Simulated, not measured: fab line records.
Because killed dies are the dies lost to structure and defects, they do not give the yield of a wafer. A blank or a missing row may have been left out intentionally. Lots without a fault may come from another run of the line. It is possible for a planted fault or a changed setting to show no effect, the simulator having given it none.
A lot that was struck, set against a sound lot || flow n5Finfet || 37 out of 1938 route steps
Sound: these wafers, L354.1, L354.2, L354.6. Wafers struck: L345.2, L345.4, L345.6. The cause is named last.
Each step with rows lists, per side, the tool, then ch with its chambers, then its first start. Under that, the readings that differ: sound wafers || struck wafers || difference of the means || sigmas: that difference in standard deviations of wafers without a fault.
alike: same words and numbers on both sides, and readings whose means sit less than 2 such deviations apart. not compared: any withheld reading, any reading some wafer has no value for, any bound like >300 that may hide the same value, and any number with overlapping values for which the record gives no deviation.
Wherever a step has rows on one side only, a row that says differs or no value, or a row with sigmas, the two part there. Numbers that don't overlap but have no deviation are shown without sigmas and don't part them. Lack of a reading on every wafer of one side parts them only where that side has two or more wafers.

first, 9 steps without rows for these wafers: N5_BEOL_M4_ANNEAL_95 (time 240 s); N5_BEOL_M4_SPUTTER_96 (material Cu, target thk 4.5 nm, time 8.29 s); N5_BEOL_M4_ECD_50 (material Cu, target thk 300 nm); N5_BEOL_M4_ANNEAL_51 (time 90 s); N5_BEOL_M4_CMP_52 (polishes, stops on SiOC, t overpolish 6.8 s, target thk 40 nm); N5_BEOL_M4_PRE_CLEAN_60 (time 15 s); N5_BEOL_M4_CO_CAP_55 (material Co, precursor CCTBA/H2, target thk 2 nm, time 102.1 s); N5_BEOL_M4_PRE_CLEAN_56 (time 15 s); N5_BEOL_M4_DEP_57 (deposits SiCN from 3MS/NH3, target thk 8 nm, time 14 s).
N5_BEOL_M4_RC_MEAS_101:
  sound on prober-02 ch 0, day 15 04:29; struck on prober-02 ch 0, day 12 06:01
  alike: DIBL_N, DIBL_P, IOFF_N, IOFF_P, ION_N, ION_P, SS_N, SS_P, VT_N, VT_P
then, 24 steps without rows for these wafers: N5_BEOL_M5_ILD_DEP_00 (deposits SiCOH lowk from DEMS/porogen, target thk 140.64 nm, time 25.9 s); N5_BEOL_M5_CURE_79 (cures SiCOH lowk, time 240 s); N5_BEOL_M5_PECVD_70 (deposits SiO2 from TEOS/O2, target thk 16 nm, time 18 s); N5_BEOL_M5_HM_DEP_02 (deposits TiN, target thk 20 nm); N5_BEOL_M5_COAT_59 (time 60 s, resist thk 60 nm); N5_BEOL_M5_COAT_60 (time 60 s, resist thk 12 nm); N5_BEOL_M5_COAT_71 (time 60 s, resist thk 5 nm); N5_BEOL_M5_COAT_05 (resist thk 30 nm); N5_BEOL_M5_EBR_07; N5_BEOL_M5_SOFTBAKE_06 (time 60 s); N5_BEOL_M5_EXPOSE_08 (exposes mask M5, target cd 28 nm); N5_BEOL_M5_PEB_09 (peb time 60 s); N5_BEOL_M5_DEVELOP_10 (develop time 30 s); N5_BEOL_M5_DESCUM_16 (chemistry O2, time 7 s); N5_BEOL_M5_ETCH_72 (etches underlayer in N2/H2, target depth 6.5 nm, time 5.2 s); N5_BEOL_M5_ETCH_61 (etches SiARC in CF4, target depth 15.6 nm, time 26 s); N5_BEOL_M5_ETCH_62 (etches SOC in N2/H2, target depth 75 nm, overetch 15 nm, time 112.5 s); N5_BEOL_M5_STRIP_63 (strips in N2/H2); N5_BEOL_M5_STRIP_73 (strips in N2/H2); N5_BEOL_M5_STRIP_64 (strips in CF4); N5_BEOL_M5_HM_OPEN_17 (chemistry Cl2/BCl3, target TiN, target depth 20 nm, overetch 6 nm); N5_BEOL_M5_STRIP_19 (strips in O2); N5_BEOL_M5_COAT_65 (time 60 s, resist thk 60 nm); N5_BEOL_M5_COAT_66 (time 60 s, resist thk 12 nm).
N5_BEOL_M9_ALD_74: deposits TaN, target thk 2 nm, pulse time 2 s, purge time 3 s.
  sound on aldMetal-02 ch 0,1,2, day 17 00:07; struck on aldMetal-01 ch 0,1,2, day 14 03:37
  no value came back on the struck wafers for aldCycles, chamberPressureTorr (Torr), heaterPowerW (W), precursorVesselPressureTorr (Torr); on the sound wafers aldCycles reads 40 40 40
N5_BEOL_M9_CMP_52: polishes, stops on SiCOH lowk, t overpolish 7 s, target thk 140 nm.
  sound on cmp-04 ch 0,1,2, day 17 02:30; struck on cmp-02 ch 1,2, day 14 04:43
{"reading": "barrierFieldEndpointS (s)", "sound": "28.5 29.8 29.1", "struck": "27.2 27.7 25.7", "difference": -2.3, "sigmas": -3}
  alike: clearingPlatenDownForcePsi, motorCurrentA, slurryFilterDpKPa
-- a jump in the record: the struck wafers' starts before and after are 2 days apart (it breaks off in module BEOL_M9 and resumes in module PASSIVATION, where the first step shown is number 1936 of the route) --
N5_PASSIVATION_PROBE_49:
  sound: prober-02 at day 19 15:49; struck: prober-02 at day 16 11:31
{"reading": "defectLimitedYield (%)", "sound": "91.9 92.6 91.9", "struck": "0 0 0", "difference": -92, "sigmas": -54}
{"reading": "killed_at_M4_up", "sound": "15 15 16", "struck": "1086 1109 1083", "difference": "+1077", "sigmas": "+99 or more"}
{"reading": "killedAtOther", "sound": "6 2 15", "struck": "0 2 1", "difference": -7, "sigmas": -2}
{"reading": "killedDies", "sound": "95 87 95", "struck": "1180 1180 1180", "difference": "+1088", "sigmas": "+54"}
{"reading": "killedOnRim", "sound": "14 11 12", "struck": "152 152 152", "difference": "+140", "sigmas": "+34"}
{"reading": "sort_bin_4_leakage (%)", "sound": "0 0 0", "struck": "91.69 92.97 91.19", "difference": "+91.95", "sigmas": "+99 or more"}
{"reading": "sortNPass", "sound": "1085 1093 1085", "struck": "0 0 0", "difference": -1088, "sigmas": -54}
{"reading": "sortYieldPct (%)", "sound": "91.9 92.6 91.9", "struck": "0 0 0", "difference": -92, "sigmas": -54}
  alike: killed_at_M0_to_M3, killedAtContacts, killedAtFrontEnd, killedOpen, killedShort, sort_bin_5_function, sort_bin_6_memory

## WHERE THEY PART
At N5_BEOL_M9_ALD_74 first; at N5_PASSIVATION_PROBE_49 last (within this record only).

WHY: what had been put in by the simulator
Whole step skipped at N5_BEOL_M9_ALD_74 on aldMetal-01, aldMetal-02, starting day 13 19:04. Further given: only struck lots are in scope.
